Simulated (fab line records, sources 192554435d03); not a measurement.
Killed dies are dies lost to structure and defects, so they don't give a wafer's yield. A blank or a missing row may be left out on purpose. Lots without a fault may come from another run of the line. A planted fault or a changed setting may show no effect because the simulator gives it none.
Split-lot experiment | flow n5_finfet | 7 lots, 39 wafers read, on a route of 1938 steps

THE SPLIT
At N5_GATE_CUT_HM_DEP_46 (deposits SiO2 from TEOS/O2, target thk 130 nm, time 26.6 s), the setting target_thk_a was moved away from the recipe's 1300 angstrom on 15 of the 39 wafers read, by -10.1% to +13.5%. The other wafers ran this setting at the recipe's value.

FROM THE SPLIT TO THE READING: what the file shows between them, 9 steps
- N5_GATE_CUT_COAT_34: time 60 s, resist thk 60 nm
- N5_GATE_CUT_COAT_35: time 60 s, resist thk 10 nm
- N5_GATE_CUT_STRIP_38: strips in N2/H2
- N5_GATE_CUT_STRIP_39: strips in N2/H2
- N5_GATE_CUT_HM_OPEN_40: chemistry C4F6/O2, target SiO2, target depth 139 nm, time 85.1 s
- N5_GATE_CUT_STRIP_41: strips in CF4
- N5_GATE_CUT_STRIP_42: strips in O2
- N5_GATE_CUT_ALD_22: deposits SiNx, target thk 16 nm, pulse time 1 s, ald cycles 320
- N5_GATE_CUT_CMP_23: polishes, stops on SiO2, t overpolish 23.4 s, target thk 16 nm

THE READING
GC_FILL_THK, in nm, at N5_GATE_CUT_THK_MEAS_24. Fault-free wafers of this fab line usually give 220.9 nm, standard deviation 2.4 nm.

wafer  | tool, chamber at the split | target_thk_a as run, angstrom | against the recipe | GC_FILL_THK, nm | against lot-mates on the recipe
L074.1 | pecvd-01, 0                | 1169                          | -10.1%             | 209.4           | -14.0
L074.2 | pecvd-01, 1                | 1169                          | -10.1%             | 206.5           | -16.9
L074.3 | pecvd-01, 0                | 1300                          | recipe             | 224.0           | -
L074.4 | pecvd-01, 1                | 1300                          | recipe             | 222.2           | -
L074.5 | pecvd-01, 0                | 1300                          | recipe             | 224.0           | -
L074.6 | pecvd-01, 1                | 1169                          | -10.1%             | 212.1           | -11.3
L076.1 | pecvd-04, 0                | 1300                          | recipe             | 221.8           | -
L076.2 | pecvd-04, 1,2              | 1300                          | recipe             | 219.7           | -
L076.3 | pecvd-04, 1,2              | 1300                          | recipe             | 220.6           | -
L076.4 | pecvd-04, 0                | 1300                          | recipe             | 223.3           | -
L076.5 | pecvd-04, 2                | 1300                          | recipe             | 220.2           | -
L076.6 | pecvd-04, 1                | 1300                          | recipe             | 219.7           | -
L078.1 | pecvd-04, 1                | 1180                          | -9.2%              | 208.3           | -12.9
L078.2 | pecvd-04, 2                | 1180                          | -9.2%              | 207.8           | -13.4
L078.3 | pecvd-04, 0                | 1300                          | recipe             | 220.4           | -
L078.4 | pecvd-04, 2                | 1300                          | recipe             | 221.8           | -
L078.5 | pecvd-04, 1                | 1180                          | -9.2%              | 208.6           | -12.6
L078.6 | pecvd-04, 0                | 1300                          | recipe             | 221.3           | -
L079.1 | pecvd-01, 0                | 1443                          | +11.0%             | 238.1           | +13.3
L079.2 | pecvd-01, 2                | 1443                          | +11.0%             | 233.2           | +8.4
L079.3 | pecvd-01, 1                | 1443                          | +11.0%             | 235.8           | +11.0
L079.4 | pecvd-01, 2                | 1300                          | recipe             | 224.8           | -
L079.5 | pecvd-01, 0                | 1300                          | recipe             | 224.7           | -
L079.6 | pecvd-01, 1                | 1300                          | recipe             | 224.9           | -
L081.3 | pecvd-02, 2                | 1300                          | recipe             | 217.1           | -
L081.4 | pecvd-02, 2                | 1300                          | recipe             | 220.1           | -
L081.5 | pecvd-02, 0                | 1300                          | recipe             | 216.6           | -
L086.1 | pecvd-02, 0                | 1300                          | recipe             | 216.6           | -
L086.2 | pecvd-02, 2                | 1475                          | +13.5%             | 236.8           | +17.3
L086.3 | pecvd-02, 2                | 1475                          | +13.5%             | 241.7           | +22.2
L086.4 | pecvd-02, 0                | 1475                          | +13.5%             | 238.7           | +19.2
L086.5 | pecvd-02, 0                | 1300                          | recipe             | 219.3           | -
L086.6 | pecvd-02, 2                | 1300                          | recipe             | 222.7           | -
L090.1 | pecvd-01, 1                | 1428                          | +9.8%              | 229.4           | +13.5
L090.2 | pecvd-01, 2                | 1300                          | recipe             | 214.2           | -
L090.3 | pecvd-01, 0                | 1300                          | recipe             | 216.7           | -
L090.4 | pecvd-01, 1                | 1428                          | +9.8%              | 233.2           | +17.3
L090.5 | pecvd-01, 0                | 1428                          | +9.8%              | 232.1           | +16.2
L090.6 | pecvd-01, 2                | 1300                          | recipe             | 216.9           | -
Where a row lists several chambers, the file gives one row for several wafers and doesn't say which wafer went through which chamber.

THE FIT
A straight line over all 39 wafers: GC_FILL_THK changes by +1.28 nm for each +1% of target_thk_a; r = +0.95; the points scatter about the line by 2.8 nm.
The same after taking each lot's own level away (the mean of its wafers on the recipe; 39 wafers): +1.36 nm for each +1%; r = +0.98; scatter 2.1 nm.
On that fit, the largest move of target_thk_a shifts the reading by 18 nm.
The lots' own levels span 215.93 to 224.80 nm, that is 3.7 times the standard deviation above.
So the lot-to-lot level changes the slope little: the two slopes agree.
Check: with one of the wafers moved furthest among these (+13.5%) left out of the fit, the line predicts +18.4 nm for it against its lot-mates. It came out at +17.3 nm against them.

OTHER SPLITS ON THESE WAFERS
These wafers also went through other splits before the reading. Each is held against what the fit with the lots' levels taken away leaves over:
other split on the same wafers | wafers away from the commonest value | r with GC_FILL_THK (lot level and that fit taken away)
N5_WELL_APT_EXPOSE_05 dose_mj  | 15                                   | -0.26
N5_DUMMY_GATE_ETCH_32 time_s   | 15                                   | -0.15
N5_HKMG_FIN_ETCH_58 bias_w     | 15                                   | +0.27

THE WHOLE CHAIN: every reading that the file lists as answering this split, in the file's order
step                    | what it does                                                     | reading                                                                            | change (the file's fit)                | r (the file's)
N5_GATE_CUT_HM_DEP_46   | deposits SiO2 from TEOS/O2, target thk 130 nm, time 26.6 s       | SiO2_of_GATE_CUT_HM_DEP_46.thk_nm (the simulator's own value, which no gauge read) | +1.38 nm for each +1% of the setting   | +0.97
N5_GATE_CUT_HM_OPEN_40  | chemistry C4F6/O2, target SiO2, target depth 139 nm, time 85.1 s | etch_rf_on_time_s                                                                  | withheld for each +1% of the setting   | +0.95
N5_GATE_CUT_HM_OPEN_40  | chemistry C4F6/O2, target SiO2, target depth 139 nm, time 85.1 s | etch.depth_nm (the simulator's own value, which no gauge read)                     | +1.38 nm for each +1% of the setting   | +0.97
N5_GATE_CUT_HM_OPEN_40  | chemistry C4F6/O2, target SiO2, target depth 139 nm, time 85.1 s | SOC_of_GATE_CUT_COAT_34.thk_nm (the simulator's own value, which no gauge read)    | -0.284 nm for each +1% of the setting  | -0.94
N5_GATE_CUT_THK_MEAS_24 |                                                                  | GC_FILL_THK                                                                        | +1.36 for each +1% of the setting      | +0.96
N5_GATE_CUT_CMP_43      | polishes SiO2                                                    | SiO2_of_GATE_CUT_HM_DEP_46.thk_nm (the simulator's own value, which no gauge read) | +0.0655 nm for each +1% of the setting | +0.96

THE FILE'S OWN FIT
GC_FILL_THK changes by +1.36 nm for each +1% of target_thk_a, r = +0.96.
